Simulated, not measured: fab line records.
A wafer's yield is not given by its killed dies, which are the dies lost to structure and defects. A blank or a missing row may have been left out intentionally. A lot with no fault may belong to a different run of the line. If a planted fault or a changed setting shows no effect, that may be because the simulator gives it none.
Matching of chambers / flow nand-harc / NHARC_A_DECK1_JOINT_CMP_02 on cmp-04: 4 sister chambers
The step polishes SiOx. 4 wafers are shown with their chamber, then 11 later ones without.

== WAFERS WITH THEIR CHAMBER ==
wafer=L090.2; chamber=1; motor-current-A (A)=12.3
wafer=L090.3; chamber=0; motor-current-A (A)=12.4
wafer=L090.4; chamber=3; motor-current-A (A)=12.2
wafer=L090.1; chamber=2; motor-current-A (A)=12.1

== WAFERS WHOSE CHAMBER IS MISSING ==
wafer=L090.5; motor-current-A (A)=12.2
wafer=L090.6; motor-current-A (A)=11.8
wafer=L095.1; motor-current-A (A)=12.5
wafer=L095.2; motor-current-A (A)=12.4
wafer=L095.5; motor-current-A (A)=12.1
wafer=L097.1; motor-current-A (A)=11.5
wafer=L097.4; motor-current-A (A)=13.1
wafer=L097.6; motor-current-A (A)=12.7
wafer=L097.2; motor-current-A (A)=12.0
wafer=L097.3; motor-current-A (A)=11.7
wafer=L097.5; motor-current-A (A)=12.1

== THE CHAMBER EACH PASSED THROUGH ==
wafer=L090.5; from the rows above=can't be placed: 3 or 2 or 1 or 0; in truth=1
wafer=L090.6; from the rows above=can't be placed: 2 or 3 or 1 or 0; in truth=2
wafer=L095.1; from the rows above=can't be placed: 0 or 1 or 3 or 2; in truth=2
wafer=L095.2; from the rows above=can't be placed: 0 or 1 or 3 or 2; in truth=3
wafer=L095.5; from the rows above=can't be placed: 2 or 3 or 1 or 0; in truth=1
wafer=L097.1; from the rows above=can't be placed: 2 or 3 or 1 or 0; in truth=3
wafer=L097.4; from the rows above=can't be placed: 0 or 1 or 3 or 2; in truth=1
wafer=L097.6; from the rows above=can't be placed: 0 or 1 or 3 or 2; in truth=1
wafer=L097.2; from the rows above=can't be placed: 2 or 3 or 1 or 0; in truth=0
wafer=L097.3; from the rows above=can't be placed: 2 or 3 or 1 or 0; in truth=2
wafer=L097.5; from the rows above=can't be placed: 2 or 3 or 1 or 0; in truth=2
Placed correctly: 0 of 11. Cannot be placed on the basis of these rows: 11; the candidates contain the true chamber in 11. Number placed wrongly: 0.
How it was worked out, from the rows above alone: a wafer's distance from a chamber is the root of the sum, over the readings, of the square of ((its reading less the chamber's mean) divided by the reading's scatter). The wafer belongs to the nearest chamber; if the next one is less than 2 further off, it can't be placed. A chamber's mean is the mean of its shown wafers. The scatter: with one shown wafer a chamber, the root of the mean of the squares of how far each hidden wafer lies from its nearest shown one.
